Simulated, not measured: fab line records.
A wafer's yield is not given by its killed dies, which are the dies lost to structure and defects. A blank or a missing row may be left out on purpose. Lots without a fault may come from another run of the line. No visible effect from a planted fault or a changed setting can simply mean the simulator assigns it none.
Matching of chambers :: flow n5_finfet :: 3 sister chambers for N5_BEOL_M4_PRE_CLEAN_60 on cvd_co-01
The step time 15 s. 3 wafers are shown with their chamber, then 8 later ones without.

== WAFERS WITH THEIR CHAMBER ==
wafer: L247.6
chamber: 1
heater_power_w (W): 80

wafer: L248.1
chamber: 0
heater_power_w (W): 60

wafer: L261.1
chamber: 2
heater_power_w (W): 60

== WAFERS MISSING THEIR CHAMBER ==
wafer: L261.2
heater_power_w (W): 61

wafer: L261.5
heater_power_w (W): 61

wafer: L262.2
heater_power_w (W): 60

wafer: L262.5
heater_power_w (W): 60

wafer: L262.6
heater_power_w (W): 58

wafer: L264.2
heater_power_w (W): 59

wafer: L264.3
heater_power_w (W): 60

wafer: L264.6
heater_power_w (W): 58

== WHICH CHAMBER EACH WENT THROUGH ==
wafer: L261.2
from the rows above: can't be placed: 0 or 2
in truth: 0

wafer: L261.5
from the rows above: can't be placed: 0 or 2
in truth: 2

wafer: L262.2
from the rows above: can't be placed: 0 or 2
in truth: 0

wafer: L262.5
from the rows above: can't be placed: 0 or 2
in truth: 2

wafer: L262.6
from the rows above: can't be placed: 0 or 2
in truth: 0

wafer: L264.2
from the rows above: can't be placed: 0 or 2
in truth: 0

wafer: L264.3
from the rows above: can't be placed: 0 or 2
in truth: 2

wafer: L264.6
from the rows above: can't be placed: 0 or 2
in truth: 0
0 of 8 placed correctly. From these rows, 8 cannot be placed; in 8 the true chamber is one of the candidates. Placed wrongly: 0.
How it was worked out, from the rows above alone: a wafer's distance from a chamber is the root of the sum, over the readings, of the square of ((its reading less the chamber's mean) divided by the reading's scatter). If the next closest chamber is less than 2 further off than the closest, the wafer can't be placed; otherwise it belongs to the closest. Each chamber's mean is taken over the wafers shown for it. The scatter: with one shown wafer a chamber, the root of the mean of the squares of how far each hidden wafer lies from its nearest shown one.
